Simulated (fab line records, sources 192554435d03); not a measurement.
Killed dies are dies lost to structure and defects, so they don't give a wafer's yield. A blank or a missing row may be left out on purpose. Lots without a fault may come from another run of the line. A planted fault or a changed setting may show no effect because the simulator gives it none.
fab line records | flow n5_finfet
record lots=24 wafers=72 last_day=17
route steps=1938 shown FIN_SAQP@131 FIN_CUT@176 STI_FIN_REVEAL@183
lots that met no fault: from a run of the same line without faults
start_h: hours from the record's first day to the start of the lot's first wafer shown | wait_h: hours since the lot's step before | " the same as in the row above | L1.1+2: a row that stands for several wafers | - no value, or no start given | * or withheld: withheld | < > ~ a bound
route shown NAME@n: a module of which the file shows steps, and the number in the route of the first | usual: mean/standard deviation of fault-free wafers | same: alike in all rows | chamber/n: place in a boat | sites: the reading at each site | _std_site: their standard deviation | _edge_site: outer sites' mean less inner sites' | radius_mm: how far each site lies from the wafer's centre | mask NAME#n: copy n | behind: the tool/chamber that last shaped the wafer | hold: why the lot was held/for how many hours/how that ended | device: the transistor (n, p or np) that didn't switch | end of line: the same wafers' tests at the end of the route | a step without rows: its recipe alone | killed: dies lost to structure and defects at the first sort, not the wafer's yield | map: a wafer's dies, x killed, . not, _ none there
set.NAME: the setting as run; set.NAME@STEP: as run at that earlier step | model.NAME: the simulator's own value behind a step, which no gauge read
steps of the route over a sample of lots; a table a step, a row a wafer
services: from which hour (start_h, from the record's first day; less than 0 if before it) a tool's chamber was out of use, for how many hours, and why
## steps
# step N5_FIN_SAQP_MANDREL_ETCH_58
# recipe chemistry=HBr/Cl2 target=a-Si target_depth_a=450 bt_time_s=10 stop_on=SiNx mask_material=SiO2 over_etch_frac=0.8 time_s=27 pressure_mtorr=10 icp_w=800 bias_w=75 HBr_flow_sccm=150 Cl2_flow_sccm=80 ends=end_point
# usual drypump_motor_current_A=5.9/0.45 oes_product_au=0.698/0.011 throttle_valve_pct=35.64/0.22
# columns lot.wafer tool chamber start_h wait_h drypump_motor_current_A oes_product_au rf_hours_counter_h throttle_valve_pct
L074.1 rie_si-05 0 24.62 0.0 6.0 0.705 0 35.88
L074.2 " 2 " " 5.2 0.704 50 35.74
L074.3 " 1 " " 6.7 0.683 97 35.49
L075.1 rie_si-02 1 30.84 0.0 5.7 0.690 71 35.78
L075.3 " 0 " " 6.3 0.709 96 35.33
L075.5 " 3 " " 6.3 0.700 - 35.62
L076.1 rie_si-03 2 37.17 0.0 5.6 0.699 76 35.76
L076.4 " 0 " " 5.6 0.693 62 35.08
L076.5 " 0 " " 5.5 0.678 - 35.10
L077.1 rie_si-05 3 42.36 0.0 5.9 0.680 115 35.90
L077.3 " 1 " " 6.7 0.684 97 35.50
L077.5 " 0 " " 6.0 0.710 - 35.89
L078.1 rie_si-03 0 48.36 0.0 5.6 0.689 62 35.10
L078.5 " 2 " " 5.7 0.696 - 35.79
L078.6 " 3 " " 5.4 0.677 - 35.47
L079.1 rie_si-05 1 54.40 0.0 6.7 0.680 97 35.50
L079.3 " 0 " " 6.0 0.699 1 35.88
L079.5 " 2 " " 5.2 0.718 - 35.73
L080.2 rie_si-05 1 63.15 0.0 6.7 0.690 97 35.49
L080.3 " 0 " " 6.0 0.706 1 35.89
L080.6 " 0 " " 6.0 0.709 - 35.87
L081.1 rie_si-02 2 65.87 0.0 5.9 0.676 181 35.38
L081.3 " 3 " " 6.2 0.690 158 35.64
L081.5 " 1 " " 5.6 0.682 - 35.81
L082.2 rie_si-02 3 74.33 0.0 6.3 0.708 158 35.62
L082.3 " 2 " " 5.9 0.685 181 35.38
L082.5 " 1 " " 5.6 0.686 - 35.78
L083.2 rie_si-02 2 79.21 0.0 5.9 0.684 181 35.38
L083.3 " 1 " " 5.7 0.674 72 35.81
L083.6 " 0 " " 6.3 0.708 - 35.34
L084.1 rie_si-05 3 84.43 0.0 5.9 0.700 115 35.87
L084.5 " 3 " " 5.9 0.704 - 35.86
L084.6 " 2 " " 5.2 0.727 - 35.72
L085.2 rie_si-05 0 92.69 0.0 6.0 0.707 2 35.90
L085.3 " 3 " " 5.9 0.697 116 35.88
L085.4 " 2 " " 5.2 0.699 51 35.75
L086.1 rie_si-05 3 96.68 0.0 5.9 0.682 116 35.90
L086.3 " 2 " " 5.2 0.712 51 35.74
L086.4 " 0 " " 6.0 0.708 2 35.88
L087.2 rie_si-05 2 104.17 0.0 5.2 0.718 52 35.73
L087.3 " 1 " " 6.7 0.693 98 35.50
L087.5 " 3 " " 5.9 0.700 - 35.88
L088.2 rie_si-02 3 108.01 0.0 6.4 0.699 159 35.65
L088.3 " 2 " " 5.9 0.679 181 35.41
L088.5 " 0 " " 6.3 0.709 - 35.35
L089.1 rie_si-02 0 114.84 0.0 6.3 0.702 98 35.35
L089.2 " 2 " " 5.9 0.693 182 35.36
L089.3 " 3 " " 6.3 0.693 159 35.62
L090.1 rie_si-05 3 120.35 0.0 6.0 0.695 116 35.90
L090.5 " 2 " " 5.2 0.715 - 35.73
L090.6 " 3 " " 5.9 0.683 - 35.89
L091.1 rie_si-05 3 126.53 0.0 5.9 0.697 116 35.87
L091.3 " 1 " " 6.7 0.689 99 35.48
L091.6 " 0 " " 6.0 0.708 - 35.88
L092.1 rie_si-02 1 132.76 0.0 5.6 0.687 73 35.79
L092.2 " 2 " " 5.9 0.682 182 35.40
L092.4 " 0 " " 6.3 0.714 98 35.31
L093.3 rie_si-05 3 138.92 0.0 5.9 0.688 117 35.89
L093.5 " 2 " " 5.2 0.712 - 35.74
L093.6 " 3 " " 5.9 0.694 - 35.88
L094.2 rie_si-02 0 144.17 0.0 6.3 0.714 99 35.34
L094.5 " 2 " " 5.9 0.688 - 35.35
L094.6 " 1 " " 5.7 0.683 - 35.80
L095.1 rie_si-05 1 150.12 0.0 6.7 0.684 99 35.51
L095.2 " 2 " " 5.2 0.708 53 35.74
L095.4 " 3 " " 5.9 0.696 117 35.88
L096.4 rie_si-05 3 156.63 0.0 5.9 0.695 117 35.87
L096.5 " 2 " " 5.2 0.708 - 35.74
L096.6 " 3 " " 5.9 0.697 - 35.90
L097.1 rie_si-03 0 163.45 0.0 5.5 0.678 64 35.12
L097.2 " 3 " " 5.4 0.690 12 35.45
L097.6 " 3 " " 5.4 0.693 - 35.43
# step N5_FIN_SAQP_MANDREL2_REMOVE_60
# recipe chemistry=HBr/Cl2/O2 bt_time_s=10 target=a-Si stop_on=SiNx endpoint=OES-SiCl over_etch_frac=1 icp_w=600 bias_w=22 HBr_flow_sccm=150 Cl2_flow_sccm=80 O2_flow_sccm=5 pressure_mtorr=10
# usual drypump_motor_current_A=5.9/0.43 oes_product_au=0.999/0.015 throttle_valve_pct=36.70/0.24
# columns lot.wafer tool chamber start_h wait_h drypump_motor_current_A oes_product_au rf_hours_counter_h throttle_valve_pct
L074.1 rie_si-05 2 25.88 0.1 5.2 1.014 50 36.89
L074.2 " 1 " " 6.7 0.986 97 36.60
L074.3 " 0 " " 6.0 1.027 0 37.03
L075.1 rie_si-05 2 32.20 0.1 5.2 1.013 50 36.89
L075.3 " 3 " " 5.9 0.994 114 37.03
L075.5 " 3 " " 5.9 0.992 - 37.01
L076.1 rie_si-02 3 38.68 0.1 6.4 1.010 158 36.76
L076.4 " 2 " " 5.9 0.994 180 36.49
L076.5 " 1 " " 5.6 0.997 - 36.93
L077.1 rie_si-02 1 43.79 0.1 5.6 1.006 72 36.93
L077.3 " 3 " " 6.3 1.017 158 36.76
L077.5 " 3 " " 6.3 1.020 - 36.75
L078.1 rie_si-05 1 49.60 0.1 6.8 0.978 97 36.61
L078.5 " 0 " " 6.0 1.011 - 37.03
L078.6 " 1 " " 6.7 0.992 - 36.63
L079.1 rie_si-05 0 55.94 0.1 6.0 1.008 1 37.01
L079.3 " 2 " " 5.2 1.012 51 36.89
L079.5 " 3 " " 5.9 0.998 - 37.02
L080.2 rie_si-02 2 64.55 0.1 5.9 0.981 181 36.51
L080.3 " 1 " " 5.6 1.003 72 36.93
L080.6 " 3 " " 6.3 1.012 - 36.76
L081.1 rie_si-03 0 67.31 0.1 5.5 0.986 63 36.21
L081.3 " 2 " " 5.6 0.990 77 36.90
L081.5 " 3 " " 5.4 0.982 - 36.61
L082.2 rie_si-05 0 75.58 0.1 6.0 1.001 1 37.04
L082.3 " 1 " " 6.7 0.975 98 36.62
L082.5 " 1 " " 6.7 0.979 - 36.62
L083.2 rie_si-03 3 80.52 0.1 5.5 0.977 11 36.62
L083.3 " 1 " " 5.5 1.000 76 36.50
L083.6 " 3 " " 5.4 0.983 - 36.61
L084.1 rie_si-02 1 85.72 0.1 5.6 0.998 72 36.95
L084.5 " 2 " " 5.9 0.987 - 36.49
L084.6 " 3 " " 6.3 1.002 - 36.73
L085.2 rie_si-03 2 93.99 0.1 5.7 0.994 77 36.91
L085.3 " 3 " " 5.4 0.988 11 36.61
L085.4 " 1 " " 5.4 0.990 76 36.51
L086.1 rie_si-05 1 97.93 0.1 6.7 0.992 98 36.61
L086.3 " 0 " " 6.0 1.022 2 37.02
L086.4 " 3 " " 5.9 0.993 116 37.02
L087.2 rie_si-02 0 105.51 0.1 6.3 1.028 98 36.45
L087.3 " 2 " " 5.9 0.979 181 36.48
L087.5 " 2 " " 5.9 0.978 - 36.50
L088.2 rie_si-03 3 109.37 0.1 5.4 0.987 11 36.59
L088.3 " 2 " " 5.6 1.011 77 36.91
L088.5 " 3 " " 5.4 0.984 - 36.61
L089.1 rie_si-02 2 116.43 0.1 5.9 0.973 182 36.49
L089.2 " 0 " " 6.3 1.021 98 36.47
L089.3 " 3 " " 6.3 1.006 159 36.75
L090.1 rie_si-05 3 121.61 0.1 5.9 1.005 116 37.03
L090.5 " 1 " " 6.7 1.000 - 36.61
L090.6 " 2 " " 5.2 1.005 - 36.87
L091.1 rie_si-02 3 127.78 0.1 6.3 1.004 160 36.76
L091.3 " 0 " " 6.3 1.028 98 36.45
L091.6 " 3 " " 6.3 1.015 - 36.75
L092.1 rie_si-02 2 134.03 0.1 5.9 0.995 182 36.48
L092.2 " 3 " " 6.4 0.999 160 36.75
L092.4 " 1 " " 5.6 1.015 73 36.93
L093.3 rie_si-02 2 140.18 0.1 5.9 0.989 182 36.50
L093.5 " 0 " " 6.3 1.032 - 36.46
L093.6 " 1 " " 5.7 0.987 - 36.95
L094.2 rie_si-02 2 145.42 0.1 5.9 0.993 182 36.49
L094.5 " 0 " " 6.3 1.022 - 36.46
L094.6 " 3 " " 6.3 1.000 - 36.76
L095.1 rie_si-03 2 151.53 0.1 5.6 1.006 78 36.91
L095.2 " 3 " " 5.4 0.977 12 36.60
L095.4 " 3 " " 5.4 0.980 - 36.59
L096.4 rie_si-05 2 157.87 0.0 5.2 1.003 53 36.89
L096.5 " 0 " " 6.0 1.007 - 37.02
L096.6 " 1 " " 6.7 0.988 - 36.64
L097.1 rie_si-03 0 165.07 0.1 5.5 0.976 64 36.22
L097.2 " 3 " " 5.4 0.984 12 36.61
L097.6 " 0 " " 5.5 0.984 - 36.22
# step N5_FIN_SAQP_FIN_ETCH_36
# recipe chemistry=HBr/Cl2/O2 target_depth_a=1200 mask_material=SiNx time_s=50.4 bias_w=102 pressure_mtorr=10 icp_w=800 HBr_flow_sccm=150 Cl2_flow_sccm=80 O2_flow_sccm=12
# usual drypump_motor_current_A=5.9/0.41 oes_product_au=0.997/0.016 throttle_valve_pct=36.01/0.24
# columns lot.wafer tool chamber start_h wait_h drypump_motor_current_A oes_product_au rf_hours_counter_h throttle_valve_pct
L074.1 rie_si-02 2 26.33 0.0 5.9 0.973 180 35.82
L074.2 " 0 " " 6.3 1.027 96 35.77
L074.3 " 1 " " 5.6 0.997 71 36.22
L075.1 rie_si-02 3 32.64 0.0 6.4 1.003 158 36.08
L075.3 " 0 " " 6.3 1.016 96 35.77
L075.5 " 1 " " 5.6 1.006 - 36.22
L076.1 rie_si-03 3 39.13 0.0 5.5 0.993 10 35.87
L076.4 " 0 " " 5.6 0.994 62 35.55
L076.5 " 3 " " 5.5 0.995 - 35.91
L077.1 rie_si-03 3 44.23 0.0 5.4 0.980 10 35.92
L077.3 " 2 " " 5.7 1.000 76 36.23
L077.5 " 1 " " 5.5 0.994 - 35.83
L078.1 rie_si-02 3 50.04 0.0 6.4 1.012 158 36.08
L078.5 " 3 " " 6.3 1.013 - 36.07
L078.6 " 2 " " 5.9 0.977 - 35.84
L079.1 rie_si-03 3 56.38 0.0 5.4 0.978 10 35.91
L079.3 " 0 " " 5.5 0.978 63 35.55
L079.5 " 1 " " 5.5 0.997 - 35.84
L080.2 rie_si-05 0 65.00 0.0 6.0 0.998 1 36.35
L080.3 " 3 " " 5.9 0.986 115 36.38
L080.6 " 2 " " 5.2 0.999 - 36.23
L081.1 rie_si-05 1 67.77 0.0 6.7 0.988 97 35.93
L081.3 " 0 " " 6.0 1.007 1 36.34
L081.5 " 3 " " 5.9 0.991 - 36.36
L082.2 rie_si-03 2 76.02 0.0 5.7 0.998 77 36.24
L082.3 " 0 " " 5.6 0.966 63 35.59
L082.5 " 3 " " 5.4 0.978 - 35.91
L083.2 rie_si-02 2 80.97 0.0 5.9 0.975 181 35.84
L083.3 " 3 " " 6.4 1.009 159 36.09
L083.6 " 3 " " 6.4 1.003 - 36.10
L084.1 rie_si-03 2 86.16 0.0 5.6 0.996 77 36.26
L084.5 " 0 " " 5.5 0.967 - 35.57
L084.6 " 1 " " 5.5 0.991 - 35.84
L085.2 rie_si-02 2 94.66 0.0 5.9 0.966 181 35.84
L085.3 " 1 " " 5.6 1.005 73 36.25
L085.4 " 0 " " 6.3 1.041 98 35.77
L086.1 rie_si-03 3 98.37 0.0 5.4 0.973 11 35.93
L086.3 " 1 " " 5.5 0.984 76 35.82
L086.4 " 0 " " 5.5 0.982 63 35.55
L087.2 rie_si-05 1 106.05 0.0 6.7 1.010 98 35.95
L087.3 " 0 " " 6.0 1.012 2 36.32
L087.5 " 2 " " 5.2 0.998 - 36.22
L088.2 rie_si-05 2 109.82 0.0 5.2 1.002 52 36.22
L088.3 " 3 " " 5.9 1.003 116 36.33
L088.5 " 1 " " 6.7 1.010 - 35.92
L089.1 rie_si-05 0 116.94 0.0 6.0 1.013 2 36.33
L089.2 " 2 " " 5.2 1.011 52 36.21
L089.3 " 1 " " 6.7 1.004 98 35.90
L090.1 rie_si-02 3 122.05 0.0 6.3 1.005 159 36.10
L090.5 " 1 " " 5.7 0.986 - 36.22
L090.6 " 2 " " 5.9 0.971 - 35.87
L091.1 rie_si-05 1 128.22 0.0 6.7 1.006 99 35.92
L091.3 " 2 " " 5.2 1.011 52 36.21
L091.6 " 0 " " 6.0 1.014 - 36.34
L092.1 rie_si-05 2 134.48 0.0 5.2 1.001 52 36.22
L092.2 " 0 " " 6.0 1.010 3 36.34
L092.4 " 3 " " 5.9 0.985 117 36.36
L093.3 rie_si-03 2 140.66 0.0 5.7 1.004 77 36.23
L093.5 " 0 " " 5.5 0.983 - 35.57
L093.6 " 3 " " 5.4 0.967 - 35.95
L094.2 rie_si-02 0 145.86 0.0 6.3 1.036 99 35.76
L094.5 " 2 " " 5.9 0.986 - 35.83
L094.6 " 1 " " 5.6 1.007 - 36.23
L095.1 rie_si-02 0 151.98 0.0 6.3 1.030 99 35.80
L095.2 " 1 " " 5.6 0.996 74 36.25
L095.4 " 3 " " 6.4 1.009 160 36.08
L096.4 rie_si-03 3 158.31 0.0 5.4 0.983 12 35.91
L096.5 " 3 " " 5.4 0.978 - 35.92
L096.6 " 0 " " 5.5 0.977 - 35.58
L097.1 rie_si-02 2 165.65 0.0 6.0 0.979 183 35.82
L097.2 " 0 " " 6.3 1.028 99 35.79
L097.6 " 3 " " 6.3 0.995 - 36.08
# step N5_FIN_CUT_CUT_ETCH_15
# recipe chemistry=HBr/Cl2/O2 target=Si target_depth_a=1000 bt_time_s=10 mask_material=SOC time_s=42.4 ion_energy_ev=* bias_w=* pressure_mtorr=10 icp_w=800 HBr_flow_sccm=150 Cl2_flow_sccm=80 O2_flow_sccm=12
# usual drypump_motor_current_A=5.6/0.55 oes_product_au=0.998/0.01 throttle_valve_pct=37.22/0.25
# columns lot.wafer tool chamber start_h wait_h drypump_motor_current_A oes_product_au rf_hours_counter_h throttle_valve_pct
L074.1 rie_si-04 1 29.08 0.1 5.1 1.011 191 36.90
L074.2 " 2 " " 5.8 1.013 1 37.31
L074.3 " 3 " " 4.9 0.988 52 37.56
L075.1 rie_si-04 0 33.99 0.1 5.6 0.998 123 37.29
L075.3 " 3 " " 4.9 0.983 52 37.57
L075.5 " 2 " " 5.8 1.013 - 37.29
L076.1 rie_si-06 0 40.56 0.1 6.3 1.004 82 37.22
L076.4 " 2 " " 6.2 0.991 9 37.06
L076.5 " 2 " " 6.2 0.996 - 37.06
L077.1 rie_si-04 1 45.67 0.1 5.1 1.000 191 36.90
L077.3 " 3 " " 4.9 0.990 52 37.56
L077.5 " 2 " " 5.8 1.009 - 37.30
L078.1 rie_si-04 0 51.58 0.1 5.6 0.996 123 37.27
L078.5 " 3 " " 4.9 0.993 - 37.56
L078.6 " 2 " " 5.8 1.004 - 37.29
L079.1 rie_si-06 1 57.69 0.1 6.7 0.992 22 37.32
L079.3 " 0 " " 6.2 1.013 83 37.21
L079.5 " 0 " " 6.2 1.005 - 37.20
L080.2 rie_si-01 0 67.86 0.1 5.6 1.009 137 36.90
L080.3 " 1 " " 5.5 0.973 200 36.64
L080.6 " 1 " " 5.5 0.973 - 36.64
L081.1 rie_si-04 0 69.44 0.1 5.6 0.993 123 37.30
L081.3 " 1 " " 5.0 0.998 191 36.90
L081.5 " 0 " " 5.6 0.996 - 37.30
L082.2 rie_si-04 3 77.49 0.1 4.9 1.003 53 37.55
L082.3 " 2 " " 5.8 1.000 2 37.29
L082.5 " 0 " " 5.6 0.997 - 37.29
L083.2 rie_si-04 3 82.41 0.1 4.9 0.993 53 37.55
L083.3 " 1 " " 5.1 1.005 192 36.89
L083.6 " 3 " " 4.9 0.987 - 37.57
L084.1 rie_si-06 3 88.08 0.1 4.9 0.986 163 37.34
L084.5 " 1 " " 6.7 0.985 - 37.31
L084.6 " 0 " " 6.3 1.007 - 37.22
L085.2 rie_si-01 2 96.09 0.1 6.0 1.001 55 37.37
L085.3 " 0 " " 5.6 1.017 137 36.91
L085.4 " 2 " " 6.0 0.994 - 37.37
L086.1 rie_si-06 2 99.68 0.1 6.2 0.998 11 37.04
L086.3 " 1 " " 6.7 0.994 23 37.33
L086.4 " 3 " " 4.9 0.992 163 37.34
L087.2 rie_si-06 0 107.87 0.1 6.3 1.011 84 37.21
L087.3 " 2 " " 6.2 0.992 11 37.06
L087.5 " 0 " " 6.3 1.007 - 37.22
L088.2 rie_si-01 1 111.55 0.1 5.5 0.993 0 36.25
L088.3 " 3 " " 5.7 0.980 29 37.37
L088.5 " 1 " " 5.5 0.999 - 36.24
L089.1 rie_si-04 3 118.26 0.1 4.9 0.986 54 37.56
L089.2 " 0 " " 5.6 0.994 124 37.28
L089.3 " 1 " " 5.1 1.004 192 36.89
L090.1 rie_si-04 3 123.61 0.1 4.9 0.989 54 37.55
L090.5 " 1 " " 5.1 1.006 - 36.90
L090.6 " 0 " " 5.6 1.001 - 37.29
L091.1 rie_si-06 3 129.65 0.1 4.9 0.991 164 37.34
L091.3 " 1 " " 6.7 0.990 23 37.31
L091.6 " 2 " " 6.2 0.989 - 37.05
L092.1 rie_si-04 2 135.94 0.1 5.8 1.011 3 37.30
L092.2 " 0 " " 5.6 0.990 125 37.27
L092.4 " 1 " " 5.1 1.008 193 36.90
L093.3 rie_si-04 1 142.15 0.0 5.1 1.010 193 36.91
L093.5 " 1 " " 5.1 1.005 - 36.91
L093.6 " 0 " " 5.6 0.996 - 37.27
L094.2 rie_si-04 0 147.17 0.1 5.6 0.996 125 37.28
L094.5 " 2 " " 5.8 1.007 - 37.28
L094.6 " 3 " " 4.9 0.987 - 37.57
L095.1 rie_si-04 0 153.60 0.1 5.6 0.988 125 37.29
L095.2 " 3 " " 4.9 0.984 54 37.56
L095.4 " 1 " " 5.1 1.005 193 36.88
L096.4 rie_si-04 3 159.83 0.0 4.9 0.989 54 37.55
L096.5 " 0 " " 5.6 0.993 - 37.29
L096.6 " 1 " " 5.1 1.009 - 36.90
L097.1 rie_si-06 0 166.96 0.1 6.2 0.999 85 37.21
L097.2 " 1 " " 6.6 0.996 24 37.33
L097.6 " 0 " " 6.2 1.001 - 37.20
# step N5_STI_FIN_REVEAL_ALD_00
# recipe material=SiO2 target_thk_a=10 temp_c=300 ald_precursor_family=BDEAS ald_co_reactant=O2-plasma pulse_time_s=1 pressure_torr=2
# usual heater_power_w=470/65 precursor_pulse_height_rel=1.002/0.019
# columns lot.wafer tool chamber start_h wait_h heater_power_w precursor_pulse_height_rel
L074.1 ald_sin-03 3 29.41 0.0 504 1.010
L074.2 " 1 " " 479 0.962
L074.3 " 0 " " 498 0.990
L075.1 ald_sin-02 2 34.86 0.6 424 0.992
L075.3 " 1 " " 499 1.005
L075.5 " 0 " " 482 0.967
L076.1 ald_sin-04 1 40.89 0.0 491 1.018
L076.4 " 2 " " 556 0.980
L076.5 " 3 " " 383 1.027
L077.1 ald_sin-02 2 46.07 0.1 431 0.983
L077.3 " 1 " " 493 1.015
L077.5 " 0 " " 480 0.997
L078.1 ald_sin-04 1 51.95 0.1 482 1.016
L078.5 " 0 " " 355 0.977
L078.6 " 3 " " 387 1.002
L079.1 ald_sin-02 0 58.15 0.0 489 0.998
L079.3 " 2 " " 425 0.992
L079.5 " 1 " " 481 1.020
L080.2 ald_sin-04 3 68.21 0.0 384 0.984
L080.3 " 2 " " 572 1.045
L080.6 " 3 " " 379 0.955
L081.1 ald_sin-02 1 70.01 0.3 498 1.006
L081.3 " 3 " " 477 1.028
L081.5 " 3 " " 489 0.997
L082.2 ald_sin-03 3 77.86 0.0 512 1.003
L082.3 " 1 " " 502 1.000
L082.5 " 0 " " 489 1.011
L083.2 ald_sin-04 2 82.80 0.1 573 1.021
L083.3 " 1 " " 488 1.004
L083.6 " 1 " " 474 1.027
L084.1 ald_sin-04 3 89.10 0.7 400 1.041
L084.5 " 1 " " 473 0.996
L084.6 " 0 " " 351 0.993
L085.2 ald_sin-04 2 96.50 0.1 564 1.038
L085.3 " 3 " " 385 1.016
L085.4 " 1 " " 484 1.005
L086.1 ald_sin-03 1 101.08 1.1 537 0.981
L086.3 " 0 " " 523 0.993
L086.4 " 2 " " 489 1.043
L087.2 ald_sin-04 2 108.19 0.0 570 0.981
L087.3 " 3 " " 393 1.018
L087.5 " 1 " " 481 0.969
L088.2 ald_sin-04 3 111.87 0.0 396 1.010
L088.3 " 2 " " 577 1.029
L088.5 " 3 " " 389 1.000
L089.1 ald_sin-03 0 118.57 0.0 521 0.958
L089.2 " 2 " " 471 1.012
L089.3 " 1 " " 559 1.000
L090.1 ald_sin-03 0 124.01 0.1 521 0.987
L090.5 " 1 " " 546 1.001
L090.6 " 2 " " 489 0.986
L091.1 ald_sin-04 1 129.97 0.0 486 0.974
L091.3 " 0 " " 353 1.023
L091.6 " 1 " " 478 0.989
L092.1 ald_sin-03 3 136.27 0.0 523 1.032
L092.2 " 1 " " 553 0.985
L092.4 " 2 " " 488 1.006
L093.3 ald_sin-04 2 142.88 0.3 561 1.001
L093.5 " 1 " " 485 1.012
L093.6 " 0 " " 359 0.988
L094.2 ald_sin-02 3 147.75 0.0 502 1.016
L094.5 " 2 " " 436 0.983
L094.6 " 1 " " 481 1.003
L095.1 ald_sin-03 1 153.93 0.0 541 0.977
L095.2 " 2 " " 485 1.006
L095.4 " 3 " " 509 1.022
L096.4 ald_sin-04 3 160.51 0.4 394 0.999
L096.5 " 3 " " 388 1.010
L096.6 " 2 " " 571 0.983
L097.1 ald_sin-04 1 167.28 0.0 482 1.042
L097.2 " 2 " " 571 1.013
L097.6 " 1 " " 478 0.997
# step N5_STI_FIN_REVEAL_THK_MEAS_05
# usual thk_nm=131.8/1.3
# columns lot.wafer tool chamber start_h wait_h thk_nm
L074.1 film_metro-01 - 34.80 - 131.4
L074.2 " - " " 132.7
L074.3 " - " " 129.5
L075.1 film_metro-01 - 40.85 - 130.6
L075.3 " - " " 132.6
L075.5 " - " " 132.0
L076.1 film_metro-02 - 46.28 - 131.1
L076.4 " - " " 131.7
L076.5 " - " " 130.1
L077.1 film_metro-02 - 51.45 - 133.4
L077.3 " - " " 131.5
L077.5 " - " " 132.0
L078.1 film_metro-02 - 57.35 - 130.2
L078.5 " - " " 130.4
L078.6 " - " " 130.8
L079.1 film_metro-01 - 63.53 - 131.3
L079.3 " - " " 132.5
L079.5 " - " " 132.8
L080.2 film_metro-02 - 73.61 - 130.7
L080.3 " - " " 131.4
L080.6 " - " " 132.2
L081.1 film_metro-01 - 75.40 - 132.7
L081.3 " - " " 129.1
L081.5 " - " " 130.1
L082.2 film_metro-02 - 83.24 - 132.6
L082.3 " - " " 134.1
L082.5 " - " " 130.3
L083.2 film_metro-02 - 89.01 - 129.1
L083.3 " - " " 130.9
L083.6 " - " " 131.9
L084.1 film_metro-01 - 94.49 - 131.8
L084.5 " - " " 131.0
L084.6 " - " " 132.2
L085.2 film_metro-02 - 101.90 - 131.9
L085.3 " - " " 132.5
L085.4 " - " " 132.6
L086.1 film_metro-01 - 106.47 - 130.1
L086.3 " - " " 132.9
L086.4 " - " " 129.9
L087.2 film_metro-02 - 113.58 - 133.0
L087.3 " - " " 134.2
L087.5 " - " " 132.6
L088.2 film_metro-02 - 117.25 - 131.8
L088.3 " - " " 130.7
L088.5 " - " " 131.6
L089.1 film_metro-01 - 123.97 - 131.1
L089.2 " - " " 133.2
L089.3 " - " " 132.5
L090.1 film_metro-02 - 129.99 - 132.5
L090.5 " - " " 134.2
L090.6 " - " " 133.4
L091.1 film_metro-01 - 135.95 - 131.3
L091.3 " - " " 130.6
L091.6 " - " " 132.0
L092.1 film_metro-02 - 141.65 - 129.8
L092.2 " - " " 130.2
L092.4 " - " " 130.9
L093.3 film_metro-02 - 148.28 - 130.4
L093.5 " - " " 130.4
L093.6 " - " " 130.2
L094.2 film_metro-02 - 153.14 - 134.8
L094.5 " - " " 131.8
L094.6 " - " " 132.4
L095.1 film_metro-01 - 159.31 - 130.9
L095.2 " - " " 131.0
L095.4 " - " " 132.5
L096.4 film_metro-01 - 165.91 - 133.4
L096.5 " - " " 134.0
L096.6 " - " " 133.7
L097.1 film_metro-01 - 172.66 - 131.8
L097.2 " - " " 133.2
L097.6 " - " " 132.5
## services
# columns tool chamber start_h hours kind
ald_sin-03 0 13.98 3.0 repair
rie_si-03 - 27.79 0.2 repair
ald_sin-03 3 32.30 27.2 repair
ald_sin-03 - 55.78 0.5 repair
rie_si-03 0 62.00 3.4 repair
ald_sin-03 3 63.97 3.4 repair
rie_si-01 2 65.56 10.3 repair
rie_si-04 2 67.54 8.4 repair
ald_sin-03 - 87.08 14.0 pm
ald_sin-03 0 87.08 14.0 vent_cycle
ald_sin-03 1 87.08 14.0 vent_cycle
rie_si-02 0 97.74 3.3 repair
rie_si-02 1 104.87 11.9 repair
rie_si-01 - 108.68 2.8 pm
rie_si-03 - 112.17 28.1 pm
rie_si-06 - 117.12 2.8 pm
rie_si-01 0 119.04 8.5 repair
rie_si-04 3 136.60 6.8 repair
rie_si-03 1 146.70 5.5 repair
rie_si-06 - 152.44 0.1 repair
rie_si-04 1 161.50 - clean
rie_si-04 1 161.50 28.3 scheduled_down
rie_si-04 1 161.50 28.3 vent_cycle
rie_si-04 - 165.98 2.8 pm
## key
fault none
